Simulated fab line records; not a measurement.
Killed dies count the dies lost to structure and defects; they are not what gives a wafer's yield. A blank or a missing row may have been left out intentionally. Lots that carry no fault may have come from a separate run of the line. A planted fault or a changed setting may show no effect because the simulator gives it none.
Split-lot experiment | flow n5_finfet | 7 lots, 39 wafers read, on a route of 1938 steps

THE SPLIT ITSELF
At N5_SD_EPI_N_SD_RECESS_17 (chemistry HBr/Cl2/O2, target depth 41 nm, time 23.7 s, bt time 3 s), the setting time_s was moved away from the recipe's 23.7 s on 9 of the 39 wafers read, by -7.3% to +8.6%. For the rest of the wafers, this setting stayed at what the recipe calls for.

The reading is taken at the split's own step.

THE READING
Si_of_WELL_APT_EPI_41.thk_nm (the simulator's own value, which no gauge read), in nm, at N5_SD_EPI_N_SD_RECESS_17 (chemistry HBr/Cl2/O2, target depth 41 nm, time 23.7 s, bt time 3 s). The file gives no usual value for it. Average 8.3 nm, standard deviation 1 nm, over the 30 wafers here run with the recipe.

wafer  | tool, chamber at the split | time_s as run, s | against the recipe | Si_of_WELL_APT_EPI_41.thk_nm, nm | against lot-mates on the recipe
L077.1 | rie_si-05, 2               | 25.75            | +8.6%              | 4.2                              | -3.0
L077.2 | rie_si-05, 0               | 23.7             | recipe             | 7                                | -
L077.3 | rie_si-05, 1               | 25.75            | +8.6%              | 5.4                              | -1.8
L077.4 | rie_si-05, 3               | 25.75            | +8.6%              | 4.6                              | -2.6
L077.5 | rie_si-05, 0               | 23.7             | recipe             | 6.6                              | -
L077.6 | rie_si-05, 1               | 23.7             | recipe             | 8                                | -
L078.1 | rie_si-04, 3               | 21.97            | -7.3%              | 11.6                             | +3.1
L078.2 | rie_si-04, 0               | 23.7             | recipe             | 8.2                              | -
L078.3 | rie_si-04, 1               | 21.97            | -7.3%              | 11.8                             | +3.3
L078.4 | rie_si-04, 3               | 21.97            | -7.3%              | 12.4                             | +3.9
L078.5 | rie_si-04, 1               | 23.7             | recipe             | 9                                | -
L078.6 | rie_si-04, 0               | 23.7             | recipe             | 8.4                              | -
L082.1 | rie_si-05, 0               | 23.7             | recipe             | 8.2                              | -
L082.2 | rie_si-05, 1               | 23.7             | recipe             | 8                                | -
L082.3 | rie_si-05, 3               | 25.68            | +8.4%              | 5.6                              | -2.8
L082.4 | rie_si-05, 2               | 25.68            | +8.4%              | 4.2                              | -4.2
L082.5 | rie_si-05, 3               | 23.7             | recipe             | 9                                | -
L082.6 | rie_si-05, 2               | 25.68            | +8.4%              | 4.2                              | -4.2
L084.1 | rie_si-04, 3               | 23.7             | recipe             | 9.8                              | -
L084.2 | rie_si-04, 1               | 23.7             | recipe             | 8.4                              | -
L084.3 | rie_si-04, 2               | 23.7             | recipe             | 8.6                              | -
L084.4 | rie_si-04, 0               | 23.7             | recipe             | 9                                | -
L084.5 | rie_si-04, 3               | 23.7             | recipe             | 10                               | -
L084.6 | rie_si-04, 2               | 23.7             | recipe             | 8.8                              | -
L085.1 | rie_si-05, 3               | 23.7             | recipe             | 8                                | -
L085.2 | rie_si-05, 0               | 23.7             | recipe             | 7.4                              | -
L085.3 | rie_si-05, 1               | 23.7             | recipe             | 7.2                              | -
L085.4 | rie_si-05, 2               | 23.7             | recipe             | 6.6                              | -
L085.5 | rie_si-05, 1               | 23.7             | recipe             | 7.4                              | -
L085.6 | rie_si-05, 2               | 23.7             | recipe             | 6.2                              | -
L090.1 | rie_si-02, 3               | 23.7             | recipe             | 9.6                              | -
L090.5 | rie_si-02, 1               | 23.7             | recipe             | 10                               | -
L090.6 | rie_si-02, 0               | 23.7             | recipe             | 9.4                              | -
L093.1 | rie_si-05, 3               | 23.7             | recipe             | 9                                | -
L093.2 | rie_si-05, 0               | 23.7             | recipe             | 8.2                              | -
L093.3 | rie_si-05, 1               | 23.7             | recipe             | 7.8                              | -
L093.4 | rie_si-05, 2               | 23.7             | recipe             | 7.2                              | -
L093.5 | rie_si-05, 3               | 23.7             | recipe             | 9                                | -
L093.6 | rie_si-05, 0               | 23.7             | recipe             | 8                                | -

FIT RESULTS
A straight line over all 39 wafers: Si_of_WELL_APT_EPI_41.thk_nm changes by -0.445 nm for each +1% of time_s; r = -0.88; the points scatter about the line by 0.95 nm.
The same after taking each lot's own level away (the mean of its wafers on the recipe; 39 wafers): -0.395 nm for each +1%; r = -0.93; scatter 0.64 nm.
Per that fit: largest time_s move, reading shift of 3.4 nm.
From 7.13 to 9.67 nm: that is the span of the lots' own levels, equal to 2.5 times the standard deviation above.
So the lot-to-lot level changes the slope: the two fits differ.
Check: with one of the wafers moved furthest among these (+8.6%) left out of the fit, the line predicts -3.39 nm for it against its lot-mates. It came out at -3 nm against them.

FURTHER SPLITS ON THESE WAFERS
These wafers also went through other splits before the reading. Each is held against what the fit with the lots' levels taken away leaves over:
other split on the same wafers               | wafers away from the commonest value | r with Si_of_WELL_APT_EPI_41.thk_nm (lot level and that fit taken away)
N5_FIN_SAQP_MANDREL_ETCH_22 icp_w            | 15                                   | +0.32
N5_FIN_CUT_EXPOSE_05 dose_mj                 | 6                                    | +0.05
N5_STI_FIN_REVEAL_ETCHBACK_08 target_depth_a | 18                                   | -0.16
N5_DUMMY_GATE_ETCH_42 bias_w                 | 15                                   | +0.14

THE WHOLE CHAIN: every reading that the file lists as answering this split, in the file's order
step                     | what it does                                                       | reading                                                                       | change (the file's fit)               | r (the file's)
N5_SD_EPI_N_SD_RECESS_17 | chemistry HBr/Cl2/O2, target depth 41 nm, time 23.7 s, bt time 3 s | etch.depth_nm (the simulator's own value, which no gauge read)                | +0.429 nm for each +1% of the setting | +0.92
N5_SD_EPI_N_SD_RECESS_17 | chemistry HBr/Cl2/O2, target depth 41 nm, time 23.7 s, bt time 3 s | SD_EPI_N.feature_depth_nm (the simulator's own value, which no gauge read)    | +0.427 nm for each +1% of the setting | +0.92
N5_SD_EPI_N_SD_RECESS_17 | chemistry HBr/Cl2/O2, target depth 41 nm, time 23.7 s, bt time 3 s | Si_of_WELL_APT_EPI_41.thk_nm (the simulator's own value, which no gauge read) | -0.391 nm for each +1% of the setting | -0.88

THE FILE'S OWN FIT
Si_of_WELL_APT_EPI_41.thk_nm changes by -0.391 nm for each +1% of time_s, r = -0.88.
